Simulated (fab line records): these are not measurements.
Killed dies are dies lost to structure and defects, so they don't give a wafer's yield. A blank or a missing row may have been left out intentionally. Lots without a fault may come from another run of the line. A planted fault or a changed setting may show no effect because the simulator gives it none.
Chamber matching	flow n5-finfet	N5_BEOL_M0_SAQP_HM_DEP_111 on pecvd-01 has 3 sister chambers
The step deposits SiO2 from SiH4/N2O, target thk 12 nm, time 7.2 s. 6 wafers are shown with their chamber, then 12 later ones without.

WAFERS PAIRED WITH THEIR CHAMBERS
wafer	chamber	showerhead-plenum-p-Torr (Torr)	heater-power-w (W)
L081.5	2	8.25	835
L082.2	2	8.24	864
L082.3	1	8.03	714
L084.3	0	8.02	800
L084.4	0	8.02	792
L084.6	1	8.04	807

WAFERS WITHOUT THEIR CHAMBER
wafer	showerhead-plenum-p-Torr (Torr)	heater-power-w (W)
L090.2	8.02	784
L090.5	7.99	867
L090.6	8.04	779
L091.1	8.02	742
L091.2	8.03	820
L091.6	8.02	819
L095.2	8.03	830
L095.3	8.21	893
L095.5	8.22	896
L097.1	8.02	886
L097.3	8.02	766
L097.5	8.06	793

CHAMBER TAKEN BY EACH
wafer	from the rows above	in truth
L090.2	0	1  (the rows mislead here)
L090.5	0	0
L090.6	1	1
L091.1	can't be placed: 0 or 1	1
L091.2	can't be placed: 1 or 0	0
L091.6	0	0
L095.2	can't be placed: 0 or 1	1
L095.3	2	2
L095.5	2	2
L097.1	can't be placed: 0 or 1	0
L097.3	can't be placed: 0 or 1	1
L097.5	1	1
Correct placement for 6 of the 12. Unplaceable from these rows: 5, with the true chamber sitting among the candidates in 5. Placed wrongly: 1.
How it was worked out, from the rows above alone: a wafer's distance from a chamber is the root of the sum, over the readings, of the square of ((its reading less the chamber's mean) divided by the reading's scatter). The wafer belongs to the nearest chamber; if the next one is less than 2 further off, it can't be placed. Each chamber's mean is taken over the wafers shown for it. The scatter: the root of (the sum of the squares of (reading less its chamber's mean) over the shown wafers, divided by (wafers less chambers)).
